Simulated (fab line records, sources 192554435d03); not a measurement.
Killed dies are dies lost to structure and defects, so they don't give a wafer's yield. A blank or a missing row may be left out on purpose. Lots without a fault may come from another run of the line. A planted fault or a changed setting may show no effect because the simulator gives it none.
Chamber matching | flow n5_finfet | N5_FIN_SAQP_MANDREL_ETCH_22 on rie_si-01: 4 sister chambers
The step etches a-Si in HBr/Cl2, stops on SiNx, target depth 60 nm, bt time 10 s, time 30 s. 4 wafers are shown with their chamber, then 8 later ones without.

WAFERS WITH THEIR CHAMBER
wafer  | chamber | throttle_valve_pct (%)
L088.1 | 2       | 35.11
L088.2 | 1       | 35.44
L088.3 | 0       | 35.13
L088.4 | 3       | 35.09

WAFERS WITHOUT THEIR CHAMBER
wafer  | throttle_valve_pct (%)
L088.5 | 35.43
L088.6 | 35.12
L090.2 | 35.46
L090.4 | 35.09
L090.5 | 35.10
L091.2 | 35.09
L091.5 | 35.46
L091.6 | 35.16

WHICH CHAMBER EACH WENT THROUGH
wafer  | from the rows above          | in truth
L088.5 | 1                            | 1
L088.6 | can't be placed: 2 or 0 or 3 | 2
L090.2 | 1                            | 1
L090.4 | can't be placed: 3 or 2      | 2
L090.5 | can't be placed: 2 or 3 or 0 | 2
L091.2 | can't be placed: 3 or 2      | 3
L091.5 | 1                            | 1
L091.6 | can't be placed: 0 or 2      | 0
Placed correctly: 3 of 8. Can't be placed from these rows: 5 (the true chamber is among the candidates in 5). Placed wrongly: 0.
How it was worked out, from the rows above alone: a wafer's distance from a chamber is the root of the sum, over the readings, of the square of ((its reading less the chamber's mean) divided by the reading's scatter). The wafer belongs to the nearest chamber; if the next one is less than 2 further off, it can't be placed. A chamber's mean is the mean of its shown wafers. The scatter: with one shown wafer a chamber, the root of the mean of the squares of how far each hidden wafer lies from its nearest shown one.
